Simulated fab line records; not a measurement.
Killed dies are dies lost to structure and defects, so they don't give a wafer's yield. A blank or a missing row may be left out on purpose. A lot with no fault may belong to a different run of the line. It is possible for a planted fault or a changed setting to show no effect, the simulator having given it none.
Matching of chambers ; flow nand harc ; 4 sister chambers for NHARC_A_STAIRCASE_DESCUM_252 on rie diel-04
The step chemistry O2, time 3 s. 16 wafers are shown with their chamber, then 8 later ones without.

EACH WAFER AND ITS CHAMBER
wafer;chamber;showerhead plenum p Torr (Torr);oes product au (a.u.);throttle valve pct (%)
L077.1;1;1.77;1.012;11.309
L077.4;0;1.99;0.995;11.318
L077.5;2;1.95;1.005;11.308
L079.1;2;1.94;1.007;11.312
L079.4;1;1.77;1.009;11.322
L079.6;0;1.99;0.997;11.324
L078.1;2;1.94;1.001;11.305
L078.3;3;2.05;0.991;11.309
L078.5;2;1.94;1.006;11.307
L087.1;3;2.05;1.002;11.313
L087.5;2;1.94;0.993;11.319
L087.6;3;2.05;1.013;11.319
L086.4;3;2.05;1.004;11.301
L086.5;1;1.76;1.016;11.315
L086.6;2;1.94;1.007;11.306
L089.2;0;1.98;0.989;11.311

SIGNATURES (averages over the wafers above)
reading;chamber 0;chamber 1;chamber 2;chamber 3;scatter within a chamber
showerhead plenum p Torr;1.9867;1.7667;1.9417;2.0500;0.00425
oes product au;0.99367;1.01233;1.00317;1.00250;0.00615
throttle valve pct;11.31767;11.31533;11.30950;11.31050;0.00631
Rule: a wafer lies at a distance from a chamber equal to the root of the sum of squares, over the readings, of (its reading less the chamber's mean, divided by the reading's scatter). The wafer belongs to the nearest chamber; if the next one is less than 2 further off, it can't be placed. The scatter is the square root of a quotient: the sum, over the shown wafers, of each reading's squared deviation from its chamber's mean, divided by wafers minus chambers.

WAFERS MISSING THEIR CHAMBER
wafer;showerhead plenum p Torr (Torr);oes product au (a.u.);throttle valve pct (%)
L089.5;2.04;0.996;11.302
L089.6;1.98;0.995;11.306
L088.1;1.98;0.974;11.323
L088.4;1.76;1.011;11.305
L088.6;1.76;1.012;11.306
L094.1;1.93;1.011;11.301
L094.4;2.07;1.001;11.297
L094.6;2.07;0.999;11.291

THE CHAMBER EACH PASSED THROUGH
wafer;from the rows above;in truth
L089.5;3;3
L089.6;0;0
L088.1;0;0
L088.4;1;1
L088.6;1;1
L094.1;2;2
L094.4;3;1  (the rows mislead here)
L094.6;3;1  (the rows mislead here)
Placed correctly: 6 of 8. Left unplaced by these rows: 0. Wrongly placed: 2.
